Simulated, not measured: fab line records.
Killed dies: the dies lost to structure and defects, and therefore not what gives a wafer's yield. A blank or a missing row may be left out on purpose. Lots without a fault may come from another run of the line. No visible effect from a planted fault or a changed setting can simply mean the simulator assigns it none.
fab line records	flow n5_finfet
[record] lots = 7	wafers = 21
route steps=1938 shown GATE_CUT@478 MOL_CONTACT_COAG@584 BEOL_M0_SAQP@636 BEOL_M0@748
start_h: hours from the record's opening day to when the first of the lot's shown wafers began	wait_h: how many hours have passed since the lot's step before this one	" identical to the entry in the row above	L1.1+2: a row that stands for several wafers	- no value, or no start was given	* or withheld: withheld	< > ~ a bound
route shown NAME@n: NAME is a module with steps in the file, n the number in the route of the first one	usual: mean and standard deviation over wafers with no fault	same: alike in all rows	chamber/n: place in a boat	sites: each site's reading	_std_site: their standard deviation	_edge_site: the outer-site mean with the inner-site mean subtracted	radius_mm: how far each site lies from the wafer's centre	mask NAME#n: copy n	behind: the tool/chamber that last shaped the wafer	hold: reason for holding the lot/hours on hold/outcome of the hold	device: names the non-switching transistor (n, p or np)	end of line: the tests these same wafers got at the end of their route	where a step has no rows: the recipe by itself	killed: dies lost to structure and defects at the first sort, not the wafer's yield	map: a wafer's dies, x killed, . not, _ none there
set.NAME: the setting the step ran with; set.NAME@STEP: the setting that earlier step ran with	model.NAME: the simulator's own value behind a step, which no gauge read
lots run with intentionally changed settings; tables by step, rows by wafer
[[steps]]
[step N5_GATE_CUT_COAT_34]
[recipe] resist = SOC	temp_c = 250	time_s = 60	spin_rpm = 1500	resist_thk_nm = 60
lot.wafer	tool	chamber	start_h	wait_h	set.spin_rpm	model.SOC_of_GATE_CUT_COAT_34.thk_nm
L074.3+5	litho_track-03	0	80.82	0.0	1500	60
L074.4	"	0	"	"	1500	59.8
L075.1	litho_track-02	0	87.18	0.0	1500	60
L075.2	"	0	"	"	1500	60.2
L075.3	"	0	"	"	1588	58.4
L082.2	litho_track-02	0	128.32	0.0	1500	60
L082.4	"	0	"	"	1639	57.2
L082.6	"	0	"	"	1639	57.4
L089.1+3+4	litho_track-02	0	174.99	0.0	1500	60
L093.3+4	litho_track-03	0	199.44	0.0	1500	60
L093.6	"	0	"	"	1500	60.2
L094.2+3+4	litho_track-02	0	202.27	0.0	1500	59.8
L096.2+5	litho_track-02	0	214.76	0.0	1500	60.2
L096.4	"	0	"	"	1438	61.2
[step N5_GATE_CUT_COAT_35]
[recipe] resist = SiARC	temp_c = 220	time_s = 60	spin_rpm = 1500	resist_thk_nm = 10
[step N5_GATE_CUT_COAT_27]
[recipe] resist = underlayer	temp_c = 205	time_s = 60	spin_rpm = 1500	resist_thk_nm = 10
[step N5_GATE_CUT_ETCH_28]
[recipe] chemistry = N2/H2	target = underlayer	target_depth_a = 130	mask_material = CAR-EUV	time_s = 10.4	ion_energy_ev = 200	pressure_mtorr = 30	source_w = 840	bias_w = 150	n2_flow_sccm = 200	h2_flow_sccm = 200	ends = cleared
[step N5_GATE_CUT_ETCH_36]
[recipe] chemistry = CF4	target = SiARC	target_depth_a = 130	mask_material = CAR-EUV	time_s = 21.7	ion_energy_ev = 80	pressure_mtorr = 40	source_w = 545	bias_w = 36	Ar_flow_sccm = 100	cf4_flow_sccm = 100	ends = cleared
[step N5_GATE_CUT_ETCH_37]
[recipe] chemistry = N2/H2	target = SOC	target_depth_a = 600	overetch_a = 120	mask_material = SiARC	temp_c = 40	time_s = 90	ion_energy_ev = 200	pressure_mtorr = 30	source_w = 840	bias_w = 150	n2_flow_sccm = 200	h2_flow_sccm = 200
lot.wafer	tool	chamber	start_h	wait_h	set.spin_rpm@GATE_CUT_COAT_34	model.etch.depth_nm
L074.3	rie_diel-02	0	81.33	0.0	1500	59.9
L074.4	"	3	"	"	1500	59.83
L074.5	"	0	"	"	1500	60.08
L075.1	rie_diel-05	3	87.66	0.0	1500	59.99
L075.2	"	0	"	"	1500	60.16
L075.3	"	2	"	"	1588	58.37
L082.2	rie_diel-02	3	128.79	0.0	1500	60.06
L082.4	"	2	"	"	1639	57.27
L082.6	"	0	"	"	1639	57.47
L089.1+4	rie_diel-05	1,0	175.58	0.0	1500	60.02
L089.3	"	2	"	"	1500	59.98
L093.3	rie_diel-05	2	200.01	0.0	1500	60.08
L093.4	"	1	"	"	1500	60
L093.6	"	3	"	"	1500	60.1
L094.2	rie_diel-02	3	202.74	0.0	1500	59.84
L094.3	"	1	"	"	1500	59.88
L094.4	"	2	"	"	1500	59.83
L096.2	rie_diel-02	2	215.36	0.0	1500	60.24
L096.4	"	3	"	"	1438	61.2
L096.5	"	2	"	"	1500	60.2
[step N5_GATE_CUT_STRIP_38]
[recipe] chemistry = N2/H2	temp_c = 40	n2_flow_sccm = 200	h2_flow_sccm = 200	rf_frequency_hz = 6e+07
[step N5_GATE_CUT_STRIP_39]
[recipe] chemistry = N2/H2	temp_c = 40	n2_flow_sccm = 200	h2_flow_sccm = 200	rf_frequency_hz = 6e+07
[step N5_GATE_CUT_HM_OPEN_40]
[recipe] chemistry = C4F6/O2	target = SiO2	mask_material = SiARC	target_depth_a = 1390	time_s = 85.1	ion_energy_ev = 250	pressure_mtorr = 30	source_w = 345	bias_w = 185	Ar_flow_sccm = 300	C4F6_flow_sccm = 10	O2_flow_sccm = 10	ends = cleared
[usual] etch_rf_on_time_s = 93.8/1.8
lot.wafer	tool	chamber	start_h	wait_h	set.time_s@GATE_CUT_HM_DEP_46	set.spin_rpm@GATE_CUT_COAT_34	etch_rf_on_time_s	model.etch.depth_nm	model.SOC_of_GATE_CUT_COAT_34.thk_nm
L074.3	rie_diel-02	0	81.42	0.0	26.6	1500	92.4	127.2	33
L074.4	"	3	"	"	26.6	1500	92.8	128.5	32.8
L074.5	"	0	"	"	26.6	1500	93.7	128	33.2
L075.1	rie_diel-05	3	87.74	0.0	26.6	1500	91.9	127.1	33.4
L075.2	"	0	"	"	26.6	1500	90.9	128.4	33.4
L075.3	"	2	"	"	26.6	1588	93.6	129.4	31
L082.2	rie_diel-02	3	128.88	0.0	26.6	1500	94.0	130.1	32.8
L082.4	"	2	"	"	26.6	1639	93.6	130.7	30
L082.6	"	0	"	"	28.49	1639	101.9	139.6	28
L089.1	rie_diel-05	1	175.67	0.0	26.6	1500	90.1	128.1	33.2
L089.3	"	2	"	"	26.6	1500	93.8	130.2	32.4
L089.4	"	0	"	"	30.32	1500	104.1	147.7	29.2
L093.3	rie_diel-05	2	200.09	0.0	28.58	1500	99.5	138.4	30.8
L093.4	"	1	"	"	26.6	1500	93.2	131.9	32.4
L093.6	"	3	"	"	26.6	1500	92.5	130.5	32.8
L094.2	rie_diel-02	3	202.83	0.0	26.6	1500	95.1	129.6	32.6
L094.3	"	1	"	"	22.64	1500	79.5	111.1	36.4
L094.4	"	2	"	"	26.6	1500	95.6	132	32.2
L096.2	rie_diel-02	2	215.44	0.0	26.6	1500	92.3	127.6	33.6
L096.4	"	3	"	"	28.94	1438	102.8	140	31.8
L096.5	"	2	"	"	28.94	1500	103.4	142.9	30.4
[step N5_GATE_CUT_STRIP_41]
[recipe] chemistry = CF4	resist = SiARC	power_w = 300	bias_power_w = 75	pressure_mtorr = 50	cf4_flow_sccm = 150	rf_frequency_hz = 6e+07
[step N5_GATE_CUT_STRIP_42]
[recipe] chemistry = O2	power_w = 400	temp_c = 40	pressure_mtorr = 30	rf_frequency_hz = 6e+07	bias_power_w = 0	overash_fraction = 0.3	o2_flow_sccm = 225
[step N5_GATE_CUT_ALD_22]
[recipe] material = SiNx	target_thk_a = 160	temp_c = 400	ald_precursor_family = SiH2I2	ald_co_reactant = N2/H2-plasma	pulse_time_s = 1	ald_cycles = 320	purge_time_s = 2	co_reactant_purge_time_s = 2	pressure_torr = 2
[step N5_GATE_CUT_CMP_23]
[recipe] stop_on = SiO2	t_overpolish_s = 23.4	post_cmp_clean = alkaline_brush	down_force_psi = 2.5	platen_rpm = 51.8	pad_velocity_m_s = 1.0307	target_thk_nm = 16
[step N5_GATE_CUT_THK_MEAS_24]
[recipe] reads = SiO2_of_GATE_CUT_HM_DEP_46+SiO2_flowable_of_ILD0_FCVD_FILL_01
[usual] GC_FILL_THK = 219.9/1.9
lot.wafer	tool	chamber	start_h	wait_h	set.time_s@GATE_CUT_HM_DEP_46	GC_FILL_THK[nm]
L074.3	film_metro-02	-	84.15	-	26.6	217.0
L074.4	"	-	"	"	26.6	218.2
L074.5	"	-	"	"	26.6	216.9
L075.1	film_metro-02	-	90.48	-	26.6	218.0
L075.2	"	-	"	"	26.6	219.7
L075.3	"	-	"	"	26.6	221.8
L082.2	film_metro-01	-	131.33	-	26.6	222.0
L082.4	"	-	"	"	26.6	221.1
L082.6	"	-	"	"	28.49	230.5
L089.1	film_metro-01	-	178.14	-	26.6	217.8
L089.3	"	-	"	"	26.6	220.3
L089.4	"	-	"	"	30.32	238.3
L093.3	film_metro-01	-	202.55	-	28.58	227.5
L093.4	"	-	"	"	26.6	221.8
L093.6	"	-	"	"	26.6	220.1
L094.2	film_metro-02	-	205.28	-	26.6	218.9
L094.3	"	-	"	"	22.64	200.4
L094.4	"	-	"	"	26.6	222.1
L096.2	film_metro-02	-	217.95	-	26.6	216.9
L096.4	"	-	"	"	28.94	229.4
L096.5	"	-	"	"	28.94	232.6
[step N5_GATE_CUT_CMP_43]
[recipe] material = SiO2	post_cmp_clean = rinse_only
lot.wafer	tool	chamber	start_h	wait_h	set.time_s@GATE_CUT_HM_DEP_46	model.SiO2_of_GATE_CUT_HM_DEP_46.thk_nm
L074.3	cmp-01	3	84.26	0.1	26.6	4.8
L074.4+5	"	1,2	"	"	26.6	5
L075.2+3	cmp-02	1,3	90.51	0.0	26.6	5
L075.1	"	2	"	"	26.6	4.8
L082.2+4	cmp-02	1,2	131.52	0.2	26.6	5
L082.6	"	0	"	"	28.49	5.4
L089.3+1	cmp-04	2,3	178.25	0.1	26.6	5
L089.4	"	0	"	"	30.32	5.8
L093.4+6	cmp-04	0	202.66	0.1	26.6	5
L093.3	"	1	"	"	28.58	5.4
L094.3	cmp-01	3	205.40	0.1	22.64	4
L094.4	"	0	"	"	26.6	5.2
L094.2	"	1	"	"	26.6	5
L096.4	cmp-01	3	217.98	0.0	28.94	5.4
L096.2	"	0	"	"	26.6	4.8
L096.5	"	0	"	"	28.94	5.6
[step N5_MOL_CONTACT_COAG_ETCHBACK_135]
[recipe] chemistry = CHF3	target = SiO2	target_depth_a = 250	time_s = 16.7	ion_energy_ev = 200	pressure_mtorr = 30	source_w = 610	bias_w = 170	Ar_flow_sccm = 200	CHF3_flow_sccm = 50
lot.wafer	tool	chamber	start_h	wait_h	set.time_s	model.SOC_of_MOL_CONTACT_COAG_COAT_75.thk_nm
L074.3	rie_diel-04	2	98.00	0.0	16.7	57.4
L074.4+5	"	1,3	"	"	16.7	57.6
L075.1	rie_diel-03	0	105.19	0.0	16.7	57.8
L075.2	"	1	"	"	14.2	57.8
L075.3	"	3	"	"	16.7	57.6
L082.2	rie_diel-04	3	144.07	0.0	16.7	56.8
L082.4	"	1	"	"	16.7	57
L082.6	"	0	"	"	15.53	57.2
L089.1+3	rie_diel-01	0,3	191.00	0.0	16.7	57.2
L089.4	"	1	"	"	19.59	56.8
L093.3+6	rie_diel-04	0	214.88	0.0	16.7	57.2
L093.4	"	3	"	"	13.41	57.8
L094.2	rie_diel-03	1	219.00	0.0	13.34	58
L094.3+4	"	3	"	"	16.7	57.4
L096.2+4+5	rie_diel-03	3,2,1	229.56	0.0	16.7	57.2
[step N5_MOL_CONTACT_COAG_VIA_ETCH_46]
[recipe] chemistry = C4F6/O2	target_depth_a = 460	overetch_a = 92	mask_material = SOC	target = SiO2	bias_w = 455	pressure_mtorr = 10	time_s = 40	source_w = 325	Ar_flow_sccm = 300	C4F6_flow_sccm = 10	O2_flow_sccm = 10	ion_energy_ev = 575.3	ends = end_point
[usual] rf_vpp_V = 1588/16
lot.wafer	tool	chamber	start_h	wait_h	set.bias_w	rf_vpp_V
L074.3	rie_diel-04	2	98.03	0.0	455	1591
L074.4	"	1	"	"	455	1615
L074.5	"	3	"	"	455	1616
L075.1	rie_diel-03	0	105.22	0.0	455	1609
L075.2	"	1	"	"	535.7	1773
L075.3	"	3	"	"	535.7	1766
L082.2	rie_diel-04	3	144.10	0.0	455	1616
L082.4	"	1	"	"	394.4	1451
L082.6	"	0	"	"	455	1567
L089.1	rie_diel-01	0	191.03	0.0	455	1593
L089.3	"	3	"	"	476.3	1630
L089.4	"	1	"	"	476.3	1641
L093.3	rie_diel-04	0	214.91	0.0	491.2	1658
L093.4	"	3	"	"	491.2	1709
L093.6	"	0	"	"	455	1567
L094.2	rie_diel-03	1	219.03	0.0	455	1571
L094.3	"	3	"	"	481.2	1631
L094.4	"	3	"	"	455	1565
L096.2	rie_diel-03	3	229.59	0.0	505.9	1693
L096.4	"	2	"	"	505.9	1718
L096.5	"	1	"	"	505.9	1699
[step N5_BEOL_M0_SAQP_PECVD_96]
[recipe] material = a-Si	target_thk_a = 450	temp_c = 350	precursor = SiH4/He	pressure_torr = 3	rf_w = 100	time_s = 45.2
lot.wafer	tool	chamber	start_h	wait_h	set.time_s	model.a-Si_of_BEOL_M0_SAQP_PECVD_96.thk_nm
L074.3	pecvd-03	1	105.30	0.0	45.2	45
L074.4	"	0	"	"	45.2	46
L074.5	"	2	"	"	45.2	45.8
L075.1	pecvd-03	1	112.34	0.0	39.38	38.8
L075.2	"	2	"	"	45.2	44.4
L075.3	"	0	"	"	39.38	39
L082.2	pecvd-03	0	153.10	0.0	45.2	45.6
L082.4	"	0	"	"	40.9	41.4
L082.6	"	2	"	"	45.2	45.2
L089.1	pecvd-03	0	197.17	0.0	45.2	45.8
L089.3	"	1	"	"	49.81	49.2
L089.4	"	1	"	"	45.2	45.4
L093.3	pecvd-04	1	223.81	0.0	51.75	51.6
L093.4	"	1	"	"	45.2	45.6
L093.6	"	2	"	"	51.75	52
L094.2	pecvd-03	0	225.91	0.0	45.2	44.8
L094.3	"	0	"	"	45.2	45.2
L094.4	"	1	"	"	43.4	43
L096.2	pecvd-03	0	236.19	0.0	50.51	50.4
L096.4+5	"	1,0	"	"	45.2	46
[step N5_BEOL_M0_SAQP_SPACER1_ALD_98]
[recipe] material = SiO2	target_thk_a = 128	temp_c = 300	ald_precursor_family = BDEAS	ald_co_reactant = O2-plasma	pulse_time_s = 1	purge_time_s = 2	co_reactant_purge_time_s = 2	ald_cycles = 138	pressure_torr = 2
lot.wafer	tool	chamber	start_h	wait_h	set.ald_cycles	model.SiO2_of_BEOL_M0_SAQP_SPACER1_ALD_98.thk_nm
L074.3+4+5	ald_sin-02	2,3,1	107.51	0.7	138	12.8
L075.1+2	ald_sin-04	2,1	114.23	0.5	146	13.6
L075.3	"	0	"	"	138	12.8
L082.2+6	ald_sin-02	0,2	155.58	0.7	119	11
L082.4	"	1	"	"	138	12.8
L089.1+3	ald_sin-01	0,3	198.85	0.3	138	12.8
L089.4	"	2	"	"	156	14.6
L093.3+6	ald_sin-04	2	225.36	0.1	129	12
L093.4	"	0	"	"	138	12.8
L094.2+3+4	ald_sin-04	1,0,3	229.45	0.3	138	12.8
L096.2+5	ald_sin-02	2,0	237.98	0.3	138	12.8
L096.4	"	1	"	"	124	11.6
[step N5_BEOL_M0_SAQP_SPACER1_ETCHBACK_99]
[recipe] chemistry = CHF3/O2	mode = anisotropic_etchback	target = SiO2	target_depth_a = 154	time_s = 7.7	pressure_mtorr = 30	source_w = 650	bias_w = 170	Ar_flow_sccm = 200	CHF3_flow_sccm = 50	O2_flow_sccm = 5	ion_energy_ev = 200
[step N5_BEOL_M0_SAQP_MANDREL1_REMOVE_100]
[recipe] chemistry = HBr/Cl2/O2	bt_time_s = 10	target = a-Si	stop_on = SiNx	endpoint = OES-SiCl	over_etch_frac = 0.85	icp_w = 600	bias_w = 30	HBr_flow_sccm = 150	Cl2_flow_sccm = 80	O2_flow_sccm = 5	pressure_mtorr = 10
lot.wafer	tool	chamber	start_h	wait_h	set.ald_cycles@BEOL_M0_SAQP_SPACER1_ALD_98	model.BEOL_M0_SAQP.cd_nm	model.SiO2_of_BEOL_M0_SAQP_SPACER1_ALD_98.thk_nm
L074.3+4	rie_si-05	2,3	108.08	0.1	138	12.8	7.4
L074.5	"	3	"	"	138	12.6	7.4
L075.1+2	rie_si-02	0,2	114.80	0.1	146	13.6	8.2
L075.3	"	3	"	"	138	12.8	7.4
L082.2+6	rie_si-05	1	156.29	0.1	119	11	5.8
L082.4	"	2	"	"	138	12.8	7.4
L089.1+3	rie_si-04	1,3	199.53	0.1	138	12.8	7.4
L089.4	"	0	"	"	156	14.6	9.2
L093.3	rie_si-02	1	225.98	0.1	129	11.8	6.6
L093.4	"	0	"	"	138	12.8	7.4
L093.6	"	1	"	"	129	12	6.6
L094.2+3+4	rie_si-04	0,2,3	230.16	0.1	138	12.8	7.4
L096.2	rie_si-05	3	238.89	0.1	138	12.6	7.4
L096.4	"	2	"	"	124	11.6	6.2
L096.5	"	0	"	"	138	12.8	7.4
[step N5_BEOL_M0_SAQP_CD_MEAS_25]
[recipe] target_cd_nm = 13.1	landing_energy_ev = 1000	detector = se_inlens
[usual] cd_nm = 12.79/0.2
lot.wafer	tool	chamber	start_h	wait_h	set.ald_cycles@BEOL_M0_SAQP_SPACER1_ALD_98	cd_nm
L074.3	cd_sem-03	0	108.19	0.1	138	12.47
L074.4	"	0	"	"	138	12.69
L074.5	"	0	"	"	138	12.81
L075.1	cd_sem-03	0	114.91	0.1	146	13.86
L075.2	"	0	"	"	146	13.70
L075.3	"	0	"	"	138	12.78
L082.2	cd_sem-02	0	156.41	0.1	119	11.04
L082.4	"	0	"	"	138	12.66
L082.6	"	0	"	"	119	10.87
L089.1	cd_sem-01	0	199.64	0.1	138	12.92
L089.3	"	0	"	"	138	13.11
L089.4	"	0	"	"	156	14.48
L093.3	cd_sem-02	0	226.09	0.1	129	11.76
L093.4	"	0	"	"	138	12.95
L093.6	"	0	"	"	129	11.97
L094.2	cd_sem-02	0	230.27	0.1	138	12.75
L094.3	"	0	"	"	138	12.76
L094.4	"	0	"	"	138	12.61
L096.2	cd_sem-03	0	239.00	0.1	138	12.51
L096.4	"	0	"	"	124	11.35
L096.5	"	0	"	"	138	12.85
[step N5_BEOL_M0_SAQP_ETCH_101]
[recipe] chemistry = CH3F/O2	target = SiNx	mask_material = SiO2	target_depth_a = 299	time_s = 42.7	pressure_mtorr = 30	source_w = 395	bias_w = 73	Ar_flow_sccm = 150	CH3F_flow_sccm = 30	O2_flow_sccm = 20	ion_energy_ev = 120
[step N5_BEOL_M0_SAQP_ETCH_102]
[recipe] chemistry = CF4	target = SiO2	target_depth_a = 40	ion_energy_ev = 350	time_s = 4.4	pressure_mtorr = 10	icp_w = 800	bias_w = 400	cf4_flow_sccm = 80
[step N5_BEOL_M0_SAQP_MANDREL_ETCH_103]
[recipe] chemistry = HBr/Cl2	target = a-Si	target_depth_a = 450	bt_time_s = 10	stop_on = SiCN	mask_material = SiO2	over_etch_frac = 0.8	time_s = 27	pressure_mtorr = 10	icp_w = 800	bias_w = 75	HBr_flow_sccm = 150	Cl2_flow_sccm = 80	ends = end_point
[usual] oes_product_au = 0.678/0.01
lot.wafer	tool	chamber	start_h	wait_h	set.time_s@BEOL_M0_SAQP_PECVD_96	oes_product_au	model.etch.depth_nm
L074.3	rie_si-02	3	108.36	0.0	45.2	0.677	45.08
L074.4	"	2	"	"	45.2	0.685	46.06
L074.5	"	1	"	"	45.2	0.670	45.89
L075.1	rie_si-05	1	115.09	0.0	39.38	0.641	38.84
L075.2	"	3	"	"	45.2	0.671	44.38
L075.3	"	2	"	"	39.38	0.630	39.04
L082.2	rie_si-04	2	156.72	0.0	45.2	0.695	45.58
L082.4	"	0	"	"	40.9	0.640	41.43
L082.6	"	2	"	"	45.2	0.694	45.13
L089.1	rie_si-05	1	200.04	0.0	45.2	0.688	45.7
L089.3	"	3	"	"	49.81	0.716	49.12
L089.4	"	0	"	"	45.2	0.694	45.37
L093.3	rie_si-05	2	226.27	0.0	51.75	0.737	51.64
L093.4	"	0	"	"	45.2	0.688	45.51
L093.6	"	0	"	"	51.75	0.753	51.91
L094.2	rie_si-05	0	230.47	0.0	45.2	0.692	44.85
L094.3	"	3	"	"	45.2	0.667	45.11
L094.4	"	2	"	"	43.4	0.660	43
L096.2	rie_si-02	1	239.21	0.0	50.51	0.712	50.31
L096.4	"	2	"	"	45.2	0.680	46.07
L096.5	"	0	"	"	45.2	0.659	45.96
[step N5_BEOL_M0_SAQP_RECESS_104]
[recipe] chemistry = HF/NH3	target = SiO2	target_depth_a = 180	afs_cycles = 3	temp_c = 30	sublimation_temp_c = 180	sublimation_time_s = 60
[step N5_BEOL_M0_SAQP_COAT_105]
[recipe] resist = SOC	temp_c = 250	time_s = 60	spin_rpm = 1500	resist_thk_nm = 100
[step N5_BEOL_M0_SAQP_RECESS_109]
[recipe] chemistry = HF/NH3	target = SiO2	target_depth_a = 30	afs_cycles = 1	temp_c = 30	sublimation_temp_c = 180	sublimation_time_s = 60
[step N5_BEOL_M0_SAQP_SPACER2_ALD_26]
[recipe] material = SiO2	target_thk_a = 150	temp_c = 300	ald_precursor_family = BDEAS	ald_co_reactant = O2-plasma	pulse_time_s = 1	purge_time_s = 2	co_reactant_purge_time_s = 2	pressure_torr = 2
[step N5_BEOL_M0_SAQP_SPACER2_ETCHBACK_27]
[recipe] chemistry = CHF3/O2	mode = anisotropic_etchback	target = SiO2	target_depth_a = 225	time_s = 11.25	pressure_mtorr = 30	source_w = 650	bias_w = 170	Ar_flow_sccm = 200	CHF3_flow_sccm = 50	O2_flow_sccm = 5	ion_energy_ev = 200
lot.wafer	tool	chamber	start_h	wait_h	set.time_s@BEOL_M0_SAQP_PECVD_96	model.a-Si_of_BEOL_M0_SAQP_PECVD_96.thk_nm
L074.3	rie_diel-05	0	111.19	0.3	45.2	42.8
L074.4+5	"	0,2	"	"	45.2	43.8
L075.1	rie_diel-06	1	116.48	0.3	39.38	36.6
L075.2	"	2	"	"	45.2	42.2
L075.3	"	0	"	"	39.38	37
L082.2	rie_diel-06	2	158.10	0.3	45.2	43.4
L082.4	"	2	"	"	40.9	39.2
L082.6	"	1	"	"	45.2	43
L089.1	rie_diel-02	3	201.60	0.3	45.2	43.6
L089.3	"	0	"	"	49.81	47
L089.4	"	1	"	"	45.2	43.2
L093.3	rie_diel-02	3	228.64	0.5	51.75	49.4
L093.4	"	2	"	"	45.2	43.4
L093.6	"	1	"	"	51.75	49.8
L094.2	rie_diel-02	3	232.39	0.3	45.2	42.6
L094.3	"	2	"	"	45.2	43
L094.4	"	3	"	"	43.4	40.8
L096.2	rie_diel-06	0	240.73	0.3	50.51	48.2
L096.4	"	2	"	"	45.2	44
L096.5	"	1	"	"	45.2	43.8
[step N5_BEOL_M0_DEP_125]
[recipe] material = SiCN	target_thk_a = 80	temp_c = withheld	precursor = 3MS/NH3	pressure_torr = 3	rf_w = 202	time_s = 14
lot.wafer	tool	chamber	start_h	wait_h	set.time_s	model.SiCN_of_BEOL_M0_DEP_125.thk_nm
L074.3+5	pecvd-01	0,1	119.37	0.0	14	8
L074.4	"	0	"	"	14	8.2
L075.1	pecvd-01	1	128.42	0.0	14	7.8
L075.2+3	"	0,2	"	"	14	8.2
L082.2	pecvd-03	2	169.06	0.0	14	7.8
L082.4	"	0	"	"	14	8
L082.6	"	1	"	"	15.94	9
L089.1	pecvd-03	0	210.09	0.0	16.03	9.2
L089.3+4	"	1,0	"	"	14	8
L093.3+4+6	pecvd-03	1,1,2	240.05	0.0	14	8
L094.2	pecvd-01	1	240.63	0.0	14	8
L094.3	"	0	"	"	14	7.8
L094.4	"	2	"	"	15.78	9.2
L096.2+4	pecvd-03	1	252.15	0.0	14	7.8
L096.5	"	2	"	"	15.46	8.6
[[key]]
[split] step = N5_GATE_CUT_COAT_34	setting = spin_rpm	stated = 1500	by = wafer
[response] step = N5_GATE_CUT_COAT_34	reading = model.SOC_of_GATE_CUT_COAT_34.thk_nm	change = -0.285	per = 1%	r = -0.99
[response] step = N5_GATE_CUT_ETCH_37	reading = model.etch.depth_nm	change = -0.284	per = 1%	r = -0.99
[response] step = N5_GATE_CUT_HM_OPEN_40	reading = model.SOC_of_GATE_CUT_COAT_34.thk_nm	slope = -0.323	per = 1%	together_with = time_s@GATE_CUT_HM_DEP_46	explained = 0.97
[split] step = N5_MOL_CONTACT_COAG_ETCHBACK_135	setting = time_s	stated = 16.7	by = wafer
[response] step = N5_MOL_CONTACT_COAG_ETCHBACK_135	reading = model.SOC_of_MOL_CONTACT_COAG_COAT_75.thk_nm	change = -0.0252	per = 1%	r = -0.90
[split] step = N5_MOL_CONTACT_COAG_VIA_ETCH_46	setting = bias_w	stated = 455	by = wafer
[response] step = N5_MOL_CONTACT_COAG_VIA_ETCH_46	reading = rf_vpp_V	change = +10.2	per = 1%	r = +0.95
[split] step = N5_BEOL_M0_SAQP_PECVD_96	setting = time_s	stated = 45.2	by = wafer
[response] step = N5_BEOL_M0_SAQP_PECVD_96	reading = model.a-Si_of_BEOL_M0_SAQP_PECVD_96.thk_nm	change = +0.407	per = 1%	r = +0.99
[response] step = N5_BEOL_M0_SAQP_MANDREL_ETCH_103	reading = oes_product_au	change = +0.00363	per = 1%	r = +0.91
[response] step = N5_BEOL_M0_SAQP_MANDREL_ETCH_103	reading = model.etch.depth_nm	change = +0.405	per = 1%	r = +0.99
[response] step = N5_BEOL_M0_SAQP_SPACER2_ETCHBACK_27	reading = model.a-Si_of_BEOL_M0_SAQP_PECVD_96.thk_nm	change = +0.404	per = 1%	r = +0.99
[split] step = N5_BEOL_M0_SAQP_SPACER1_ALD_98	setting = ald_cycles	stated = 138	by = wafer
[response] step = N5_BEOL_M0_SAQP_SPACER1_ALD_98	reading = model.SiO2_of_BEOL_M0_SAQP_SPACER1_ALD_98.thk_nm	change = +0.13	per = 1%	r = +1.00
[response] step = N5_BEOL_M0_SAQP_MANDREL1_REMOVE_100	reading = model.BEOL_M0_SAQP.cd_nm	change = +0.13	per = 1%	r = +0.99
[response] step = N5_BEOL_M0_SAQP_MANDREL1_REMOVE_100	reading = model.SiO2_of_BEOL_M0_SAQP_SPACER1_ALD_98.thk_nm	change = +0.125	per = 1%	r = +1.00
[response] step = N5_BEOL_M0_SAQP_CD_MEAS_25	reading = cd_nm	change = +0.128	per = 1%	r = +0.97
[split] step = N5_BEOL_M0_DEP_125	setting = time_s	stated = 14	by = wafer
[response] step = N5_BEOL_M0_DEP_125	reading = model.SiCN_of_BEOL_M0_DEP_125.thk_nm	change = +0.0855	per = 1%	r = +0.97
split outside_this_file step=N5_GATE_CUT_HM_DEP_46 setting=time_s
// split outside_this_file: this setting was split too, and the file shows its column; the key of that split is in another file
